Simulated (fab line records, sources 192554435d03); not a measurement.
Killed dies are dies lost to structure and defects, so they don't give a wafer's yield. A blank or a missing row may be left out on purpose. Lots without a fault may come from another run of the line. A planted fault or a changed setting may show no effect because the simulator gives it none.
Chamber matching | flow n5_finfet | N5_BEOL_M8_PECVD_70 on pecvd-04: 3 sister chambers
The step deposits SiO2 from TEOS/O2, target thk 20 nm, time 22.7 s. 6 wafers are shown with their chamber, then 10 later ones without.

WAFERS WITH THEIR CHAMBER
wafer  | chamber | showerhead_plenum_p_Torr (Torr) | throttle_valve_pct (%)
L081.6 | 1       | 8.67                            | 21.3
L077.3 | 1       | 8.69                            | 21.3
L077.6 | 2       | 8.83                            | 21.5
L082.5 | 2       | 8.82                            | 21.6
L080.1 | 0       | 8.88                            | 22.8
L080.4 | 0       | 8.86                            | 22.8

WAFERS WITHOUT THEIR CHAMBER
wafer  | showerhead_plenum_p_Torr (Torr) | throttle_valve_pct (%)
L080.5 | 8.72                            | 21.3
L086.2 | 8.86                            | 22.8
L086.3 | 8.80                            | 21.9
L086.6 | 8.82                            | 21.6
L089.1 | 8.87                            | 22.6
L089.3 | 8.89                            | 22.7
L089.5 | 8.89                            | 23.0
L091.1 | 8.68                            | 21.5
L091.4 | 8.67                            | 21.4
L091.5 | 8.89                            | 22.9

WHICH CHAMBER EACH WENT THROUGH
wafer  | from the rows above | in truth
L080.5 | 1                   | 1
L086.2 | 0                   | 0
L086.3 | 2                   | 2
L086.6 | 2                   | 2
L089.1 | 0                   | 0
L089.3 | 0                   | 0
L089.5 | 0                   | 0
L091.1 | 1                   | 1
L091.4 | 1                   | 1
L091.5 | 0                   | 0
Placed correctly: 10 of 10. Can't be placed from these rows: 0. Placed wrongly: 0.
How it was worked out, from the rows above alone: a wafer's distance from a chamber is the root of the sum, over the readings, of the square of ((its reading less the chamber's mean) divided by the reading's scatter). The wafer belongs to the nearest chamber; if the next one is less than 2 further off, it can't be placed. A chamber's mean is the mean of its shown wafers. The scatter: the root of (the sum of the squares of (reading less its chamber's mean) over the shown wafers, divided by (wafers less chambers)).
